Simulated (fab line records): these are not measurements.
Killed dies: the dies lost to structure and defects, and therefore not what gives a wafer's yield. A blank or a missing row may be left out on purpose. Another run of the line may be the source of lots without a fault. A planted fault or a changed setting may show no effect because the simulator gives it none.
Which tool is to blame? | flow nand_harc | 6 lots, 18 wafers sampled, at 4 steps of a route of 1302

## WHAT THE GAUGES READ, wafer by wafer
NHARC_P_M1_CD_MEAS_09: target cd 130 nm.
lot  | measured     | on        | cd_nm (nm)
L133 | day 7 16:44  | cd_sem-01 | 129.6 130.8 129.4
L139 | day 9 19:00  | cd_sem-01 | 130.2 130.1 130.8
L143 | day 12 07:31 | cd_sem-02 | 132.1 131.5 132.4
L147 | day 13 09:00 | cd_sem-02 | 132.5 132.2 132.1
L150 | day 14 15:53 | cd_sem-01 | 129.7 131.0 129.4
L152 | day 15 09:32 | cd_sem-02 | 129.5 129.8 130.8

## WHICH TOOL RAN EACH LOT (tool, then ch and the chambers of the sampled wafers, then the start)
lot  | NHARC_P_M0_DEGAS_28          | NHARC_P_M0_PVD_20                       | NHARC_P_M1_EXPOSE_06
L133 | pvd_sputter-03, day 7 13:49  | pvd_sputter-03, day 7 16:36 or earlier  | arfi_scanner-01 ch 0, day 7 16:36
L139 | pvd_sputter-03, day 9 16:04  | pvd_sputter-03, day 9 18:52 or earlier  | arfi_scanner-01 ch 0, day 9 18:52
L143 | pvd_sputter-03, day 12 04:33 | pvd_sputter-03, day 12 07:23 or earlier | arfi_scanner-03 ch 0, day 12 07:23
L147 | pvd_sputter-02, day 13 06:03 | pvd_sputter-02, day 13 08:52 or earlier | arfi_scanner-03 ch 0, day 13 08:52
L150 | pvd_sputter-03, day 14 12:55 | pvd_sputter-03, day 14 15:44 or earlier | arfi_scanner-02 ch 0, day 14 15:44
L152 | pvd_sputter-02, day 15 06:36 | pvd_sputter-02, day 15 09:24 or earlier | arfi_scanner-01 ch 0, day 15 09:24
- NHARC_P_M0_DEGAS_28: time 60 s.
- NHARC_P_M0_PVD_20: deposits TaN, target thk 5 nm, time 8.06 s.
- NHARC_P_M1_EXPOSE_06: exposes mask P M1, target cd 130 nm.

## THE ANSWER, worked out from the rows above alone
Rule: usual is defined by the lots themselves. Put in order of their means at a reading, lots are off if they are a third of the lots or fewer, leave a main group of 4 or more, and stand apart from it by a gap of 3 or more times the standard deviation of the main group's means; of several such gaps the widest counts. Not used: any main group whose means are identical at the precision the tables above print for the reading. A lot without any number at a reading at which 4 lots or more have one is off too. Where the step has rows for the other lots, those lots are counted as sound.
Off, at NHARC_P_M1_CD_MEAS_09 on cd_nm: L143, L147. Mean 130.1 nm and standard deviation 0.16 in the main group.
If a tool, at a process step before that reading, ran all the lots that are off and no sound lot after the first of them, it fits. The gauges at NHARC_P_M1_CD_MEAS_09 are tried like those tools. NHARC_P_M0_PVD_20 gives no start for some lots, so the hours and the order of its lots are those of NHARC_P_M1_EXPOSE_06. One candidate fits, namely arfi_scanner-03 at NHARC_P_M1_EXPOSE_06. It ran no sound lot before its first lot that is off in this sample, so the start can't be narrowed down.

## WHAT WAS PUT IN BY THE SIMULATOR
Process parameters drifting: arfi_scanner-03 at NHARC_P_M1_EXPOSE_06, beginning at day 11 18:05. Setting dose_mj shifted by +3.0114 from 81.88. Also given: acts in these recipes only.
Shown lots that were struck: L143, L147. This agrees with what the rule above found.
